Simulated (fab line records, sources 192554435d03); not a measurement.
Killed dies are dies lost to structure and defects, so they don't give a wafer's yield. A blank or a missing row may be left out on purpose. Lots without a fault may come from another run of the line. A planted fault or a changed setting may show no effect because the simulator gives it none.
Split-lot experiment | flow n5_finfet | 7 lots, 21 wafers read, on a route of 1938 steps

THE SPLIT
At N5_ZERO_LAYER_COAT_05 (resist thk 1000 nm), the setting spin_rpm was moved away from the recipe's 1500 rpm on 8 of the 21 wafers read, by -10.7% to -5.0%. The other wafers ran this setting at the recipe's value.

FROM THE SPLIT TO THE READING: what the file shows between them, 6 steps
- N5_ZERO_LAYER_EXPOSE_08: exposes mask ZERO, defocus 0 nm, target cd 2000 nm (also split here: dose_mj)
- N5_ZERO_LAYER_PEB_09
- N5_ZERO_LAYER_DEVELOP_10: develop time 60 s
- N5_ZERO_LAYER_HARDBAKE_23: time 120 s
- N5_ZERO_LAYER_CD_MEAS_11: target cd 2000 nm
- N5_ZERO_LAYER_DESCUM_16: chemistry O2, time 7.9 s

THE READING
coat_of_ZERO_LAYER_COAT_05.thk_nm (the simulator's own value, which no gauge read), in nm, at N5_ZERO_LAYER_ETCH_17 (etches SiO2 in CF4, target depth 12 nm, time 13.3 s). The file gives no usual value for it. The 13 wafers here that ran the recipe average 971.0 nm, standard deviation 2.5 nm.

wafer  | tool, chamber at the split | spin_rpm as run, rpm | against the recipe | coat_of_ZERO_LAYER_COAT_05.thk_nm, nm | against lot-mates on the recipe
L079.1 | litho_track-02, 0          | 1500                 | recipe             | 971.3                                 | -
L079.2 | litho_track-02, 0          | 1354                 | -9.7%              | 1024                                  | +52.7
L079.3 | litho_track-02, 0          | 1354                 | -9.7%              | 1022                                  | +50.7
L083.1 | litho_track-02, 0          | 1385                 | -7.7%              | 1015                                  | +42.8
L083.3 | litho_track-02, 0          | 1385                 | -7.7%              | 1012                                  | +39.8
L083.6 | litho_track-02, 0          | 1500                 | recipe             | 972.2                                 | -
L085.1 | litho_track-02, 0          | 1500                 | recipe             | 970.7                                 | -
L085.5 | litho_track-02, 0          | 1500                 | recipe             | 973                                   | -
L085.6 | litho_track-02, 0          | 1500                 | recipe             | 969.4                                 | -
L086.2 | litho_track-05, 0          | 1500                 | recipe             | 965                                   | -
L086.4 | litho_track-05, 0          | 1339                 | -10.7%             | 1023                                  | +58.0
L086.6 | litho_track-05, 0          | 1339                 | -10.7%             | 1027                                  | +62.0
L089.1 | litho_track-04, 0          | 1500                 | recipe             | 970.4                                 | -
L089.3 | litho_track-04, 0          | 1500                 | recipe             | 971.1                                 | -
L089.5 | litho_track-04, 0          | 1500                 | recipe             | 970.6                                 | -
L093.1 | litho_track-02, 0          | 1500                 | recipe             | 974.8                                 | -
L093.4 | litho_track-02, 0          | 1500                 | recipe             | 975.5                                 | -
L093.6 | litho_track-02, 0          | 1375                 | -8.3%              | 1019                                  | +43.9
L096.1 | litho_track-02, 0          | 1500                 | recipe             | 969.7                                 | -
L096.3 | litho_track-02, 0          | 1425                 | -5.0%              | 998.8                                 | +29.3
L096.5 | litho_track-02, 0          | 1500                 | recipe             | 969.3                                 | -

THE FIT
A straight line over all 21 wafers: coat_of_ZERO_LAYER_COAT_05.thk_nm changes by -5.3 nm for each +1% of spin_rpm; r = -0.99; the points scatter about the line by 2.7 nm.
The same after taking each lot's own level away (the mean of its wafers on the recipe; 21 wafers): -5.44 nm for each +1%; r = -1.00; scatter 1.4 nm.
On that fit, the largest move of spin_rpm shifts the reading by 58 nm.
The lots' own levels span 965.00 to 975.15 nm, that is 4.0 times the standard deviation above.
So the lot-to-lot level changes the slope little: the two slopes agree.
Check: with one of the wafers moved furthest among these (-10.7%) left out of the fit, the line predicts +58.5 nm for it against its lot-mates. It came out at +58 nm against them.

OTHER SPLITS ON THESE WAFERS
These wafers also went through other splits before the reading. Each is held against what the fit with the lots' levels taken away leaves over:
other split on the same wafers  | wafers away from the commonest value | r with coat_of_ZERO_LAYER_COAT_05.thk_nm (lot level and that fit taken away)
N5_ZERO_LAYER_EXPOSE_08 dose_mj | 5                                    | -0.21

THE WHOLE CHAIN: every reading that the file lists as answering this split, in the file's order
step                   | what it does                                        | reading                                                                            | change (the file's fit)              | r (the file's)
N5_ZERO_LAYER_COAT_05  | resist thk 1000 nm                                  | coat_of_ZERO_LAYER_COAT_05.thk_nm (the simulator's own value, which no gauge read) | -5.43 nm for each +1% of the setting | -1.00
N5_ZERO_LAYER_ETCH_17  | etches SiO2 in CF4, target depth 12 nm, time 13.3 s | coat_of_ZERO_LAYER_COAT_05.thk_nm (the simulator's own value, which no gauge read) | -5.45 nm for each +1% of the setting | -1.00
N5_ZERO_LAYER_STRIP_24 | strips in O2                                        | strip_time_to_endpoint_s                                                           | withheld for each +1% of the setting | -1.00

THE FILE'S OWN FIT
coat_of_ZERO_LAYER_COAT_05.thk_nm changes by -5.45 nm for each +1% of spin_rpm, r = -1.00.
